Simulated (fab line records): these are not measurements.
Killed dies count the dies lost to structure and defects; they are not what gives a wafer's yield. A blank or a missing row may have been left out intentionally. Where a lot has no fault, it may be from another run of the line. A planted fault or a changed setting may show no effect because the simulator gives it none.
Split-lot study -- flow n5 finfet -- route with 1938 steps; 7 lots, 21 wafers read

== THE SPLIT ITSELF ==
At N5_BEOL_M14_ILD_DEP_00 (deposits SiO2 from TEOS/O2, target thk 1119.3 nm, time 237.4 s), the setting time s was moved away from the recipe's 237.4 s on 7 of the 21 wafers read, by -11.2% to +11.1%. This setting was run at the recipe's value on the other wafers.

No step appears in the file between the split and the reading.

== THE READING ==
At N5_BEOL_M14_THK_MEAS_01: M14_ILD_THK, given in nm. On this fab line, fault-free wafers typically give 1125 nm with a standard deviation of 15 nm.

wafer,"tool, chamber at the split","time s as run, s",against the recipe,"M14_ILD_THK, nm",against lot-mates on the recipe
L077.2,"pecvd-03, 0",237.4,recipe,1097,-
L077.4,"pecvd-03, 1,0",237.4,recipe,1129,-
L077.6,"pecvd-03, 1,0",237.4,recipe,1129,-
L078.3,"pecvd-02, 0",237.4,recipe,1113,-
L078.5,"pecvd-02, 0",210.7,-11.2%,997,-128
L078.6,"pecvd-02, 2",237.4,recipe,1138,-
L083.3,"pecvd-02, 2",237.4,recipe,1112,-
L083.4,"pecvd-02, 0",218.4,-8.0%,1045,-67
L083.5,"pecvd-02, 2",218.4,-8.0%,1048,-64
L085.2,"pecvd-03, 2",237.4,recipe,1124,-
L085.3,"pecvd-03, 1",237.4,recipe,1130,-
L085.5,"pecvd-03, 0",237.4,recipe,1143,-
L086.3,"pecvd-02, 1",237.4,recipe,1099,-
L086.4,"pecvd-02, 2",223.8,-5.7%,1072,-27
L086.6,"pecvd-02, 0",223.8,-5.7%,1065,-34
L089.3,"pecvd-03, 0",224.2,-5.6%,1069,-74
L089.5,"pecvd-03, 2,1",237.4,recipe,1143,-
L089.6,"pecvd-03, 2,1",237.4,recipe,1142,-
L097.1,"pecvd-02, 1",237.4,recipe,1105,-
L097.4,"pecvd-02, 0",237.4,recipe,1123,-
L097.5,"pecvd-02, 1",263.7,+11.1%,1243,+129
When a row names more than one chamber, that row covers several wafers, and the file does not tell which wafer ran in which chamber.

THE FIT
A straight line over all 21 wafers: M14_ILD_THK changes by +10.4 nm for each +1% of time s; r = +0.96; the points scatter about the line by 14 nm.
The same after taking each lot's own level away (the mean of its wafers on the recipe; 21 wafers): +10.1 nm for each +1%; r = +0.96; scatter 14 nm.
The reading moves by 1.1e+02 nm for the largest change in time s, on that fit.
The lots' own levels span 1099.0 to 1142.5 nm, that is 2.9 times the standard deviation above.
Consequently the slope shifts little with the lot-to-lot level, the two slopes agreeing.
Check: for one of the wafers moved furthest among these (-11.2%), held out of the fit, the line's prediction against its lot-mates is -104 nm. Against them it came out at -128 nm.

== FURTHER SPLITS ON THESE WAFERS ==
Other splits were also applied to these wafers ahead of the reading. Each is held against what the fit with the lots' levels taken away leaves over:
other split on the same wafers,wafers away from the commonest value,r with M14_ILD_THK (lot level and that fit taken away)
N5_BEOL_M10_TRENCH_ETCH_37 bias w,4,-0.03
N5_BEOL_M11_EXPOSE_25 dose mj,7,+0.30
N5_BEOL_M11_ETCH_66 time s,6,-0.22
N5_BEOL_M13_SPUTTER_43 time s,6,+0.31

== THE WHOLE CHAIN: every reading that the file lists as answering this split, in the file's order ==
step,what it does,reading,change (the file's fit),r (the file's)
N5_BEOL_M14_ILD_DEP_00,"deposits SiO2 from TEOS/O2, target thk 1119.3 nm, time 237.4 s","SiO2_of_BEOL_M14_ILD_DEP_00.thk nm (the simulator's own value, which no gauge read)",+10.6 nm for each +1% of the setting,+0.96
N5_BEOL_M14_THK_MEAS_01,,M14_ILD_THK,+10.6 for each +1% of the setting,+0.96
N5_BEOL_M14_VIA_ETCH_16,"etches SiO2 in C4F8/O2/Ar, target depth 1231.3 nm","etch.depth nm (the simulator's own value, which no gauge read)",+10.6 nm for each +1% of the setting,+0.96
N5_BEOL_M14_VIA_ETCH_16,"etches SiO2 in C4F8/O2/Ar, target depth 1231.3 nm","coat_of_BEOL_M14_COAT_04.thk nm (the simulator's own value, which no gauge read)",-2.35 nm for each +1% of the setting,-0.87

== THE FILE'S OWN FIT ==
M14_ILD_THK changes by +10.6 nm for each +1% of time s, r = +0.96.
